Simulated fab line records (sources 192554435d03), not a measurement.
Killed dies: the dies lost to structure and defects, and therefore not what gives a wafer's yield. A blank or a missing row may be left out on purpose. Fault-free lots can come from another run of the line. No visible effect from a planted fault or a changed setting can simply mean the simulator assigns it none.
Matching of chambers / flow n5_finfet / rie_diel-02 running N5_WELL_APT_DESCUM_30: 4 sister chambers
The step chemistry O2, time 7.9 s. 20 wafers are shown with their chamber, then 10 later ones without.

== WAFERS, EACH WITH ITS CHAMBER ==
wafer=L075.2; chamber=3; showerhead_plenum_p_Torr (Torr)=2.14; drypump_motor_current_A (A)=6.4; throttle_valve_pct (%)=20.56
wafer=L075.4; chamber=2; showerhead_plenum_p_Torr (Torr)=2.22; drypump_motor_current_A (A)=6.0; throttle_valve_pct (%)=20.23
wafer=L075.5; chamber=2; showerhead_plenum_p_Torr (Torr)=2.22; drypump_motor_current_A (A)=6.0; throttle_valve_pct (%)=20.22
wafer=L078.1; chamber=2; showerhead_plenum_p_Torr (Torr)=2.22; drypump_motor_current_A (A)=6.0; throttle_valve_pct (%)=20.22
wafer=L078.3; chamber=0; showerhead_plenum_p_Torr (Torr)=2.02; drypump_motor_current_A (A)=6.4; throttle_valve_pct (%)=20.48
wafer=L078.5; chamber=3; showerhead_plenum_p_Torr (Torr)=2.14; drypump_motor_current_A (A)=6.3; throttle_valve_pct (%)=20.59
wafer=L079.1; chamber=3; showerhead_plenum_p_Torr (Torr)=2.14; drypump_motor_current_A (A)=6.4; throttle_valve_pct (%)=20.58
wafer=L079.2; chamber=1; showerhead_plenum_p_Torr (Torr)=1.99; drypump_motor_current_A (A)=6.2; throttle_valve_pct (%)=20.53
wafer=L079.6; chamber=0; showerhead_plenum_p_Torr (Torr)=2.02; drypump_motor_current_A (A)=6.4; throttle_valve_pct (%)=20.49
wafer=L080.2; chamber=2; showerhead_plenum_p_Torr (Torr)=2.21; drypump_motor_current_A (A)=6.0; throttle_valve_pct (%)=20.22
wafer=L080.3; chamber=1; showerhead_plenum_p_Torr (Torr)=1.99; drypump_motor_current_A (A)=6.2; throttle_valve_pct (%)=20.54
wafer=L080.4; chamber=3; showerhead_plenum_p_Torr (Torr)=2.14; drypump_motor_current_A (A)=6.4; throttle_valve_pct (%)=20.58
wafer=L082.2; chamber=2; showerhead_plenum_p_Torr (Torr)=2.21; drypump_motor_current_A (A)=6.0; throttle_valve_pct (%)=20.25
wafer=L082.3; chamber=1; showerhead_plenum_p_Torr (Torr)=1.99; drypump_motor_current_A (A)=6.2; throttle_valve_pct (%)=20.54
wafer=L082.4; chamber=2; showerhead_plenum_p_Torr (Torr)=2.21; drypump_motor_current_A (A)=6.0; throttle_valve_pct (%)=20.23
wafer=L085.2; chamber=2; showerhead_plenum_p_Torr (Torr)=2.21; drypump_motor_current_A (A)=6.0; throttle_valve_pct (%)=20.25
wafer=L085.4; chamber=3; showerhead_plenum_p_Torr (Torr)=2.13; drypump_motor_current_A (A)=6.3; throttle_valve_pct (%)=20.31
wafer=L085.6; chamber=1; showerhead_plenum_p_Torr (Torr)=1.98; drypump_motor_current_A (A)=6.2; throttle_valve_pct (%)=20.56
wafer=L087.1; chamber=1; showerhead_plenum_p_Torr (Torr)=1.98; drypump_motor_current_A (A)=6.2; throttle_valve_pct (%)=20.57
wafer=L087.2; chamber=3; showerhead_plenum_p_Torr (Torr)=2.13; drypump_motor_current_A (A)=6.4; throttle_valve_pct (%)=20.33

SIGNATURES (averages over the wafers above)
reading=showerhead_plenum_p_Torr; chamber 0=2.0200; chamber 1=1.9860; chamber 2=2.2143; chamber 3=2.1367; scatter within a chamber=0.00515
reading=drypump_motor_current_A; chamber 0=6.400; chamber 1=6.200; chamber 2=6.000; chamber 3=6.367; scatter within a chamber=0.0289
reading=throttle_valve_pct; chamber 0=20.4850; chamber 1=20.5480; chamber 2=20.2314; chamber 3=20.4917; scatter within a chamber=0.0755
Rule: distance of a wafer from a chamber = root of the sum over the readings of ((wafer's reading minus chamber's mean) / reading's scatter) squared. The wafer belongs to the nearest chamber; if the next one is less than 2 further off, it can't be placed. The scatter is the square root of a quotient: the sum, over the shown wafers, of each reading's squared deviation from its chamber's mean, divided by wafers minus chambers.

== WAFERS MISSING THEIR CHAMBER ==
wafer=L087.3; showerhead_plenum_p_Torr (Torr)=2.21; drypump_motor_current_A (A)=6.0; throttle_valve_pct (%)=20.24
wafer=L090.1; showerhead_plenum_p_Torr (Torr)=2.01; drypump_motor_current_A (A)=6.3; throttle_valve_pct (%)=20.52
wafer=L090.3; showerhead_plenum_p_Torr (Torr)=1.98; drypump_motor_current_A (A)=6.2; throttle_valve_pct (%)=20.57
wafer=L090.6; showerhead_plenum_p_Torr (Torr)=1.98; drypump_motor_current_A (A)=6.2; throttle_valve_pct (%)=20.57
wafer=L091.1; showerhead_plenum_p_Torr (Torr)=1.98; drypump_motor_current_A (A)=6.2; throttle_valve_pct (%)=20.57
wafer=L091.2; showerhead_plenum_p_Torr (Torr)=2.01; drypump_motor_current_A (A)=6.4; throttle_valve_pct (%)=20.51
wafer=L091.3; showerhead_plenum_p_Torr (Torr)=2.21; drypump_motor_current_A (A)=6.0; throttle_valve_pct (%)=20.25
wafer=L094.3; showerhead_plenum_p_Torr (Torr)=2.20; drypump_motor_current_A (A)=6.0; throttle_valve_pct (%)=20.28
wafer=L094.4; showerhead_plenum_p_Torr (Torr)=2.00; drypump_motor_current_A (A)=6.4; throttle_valve_pct (%)=20.54
wafer=L094.5; showerhead_plenum_p_Torr (Torr)=2.13; drypump_motor_current_A (A)=6.4; throttle_valve_pct (%)=20.34

== CHAMBER TAKEN BY EACH ==
wafer=L087.3; from the rows above=2; in truth=2
wafer=L090.1; from the rows above=can't be placed: 0 or 1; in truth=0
wafer=L090.3; from the rows above=1; in truth=1
wafer=L090.6; from the rows above=1; in truth=1
wafer=L091.1; from the rows above=1; in truth=1
wafer=L091.2; from the rows above=0; in truth=0
wafer=L091.3; from the rows above=2; in truth=2
wafer=L094.3; from the rows above=2; in truth=2
wafer=L094.4; from the rows above=0; in truth=0
wafer=L094.5; from the rows above=3; in truth=3
9 of 10 placed correctly. Cannot be placed on the basis of these rows: 1; the candidates contain the true chamber in 1. Number placed wrongly: 0.
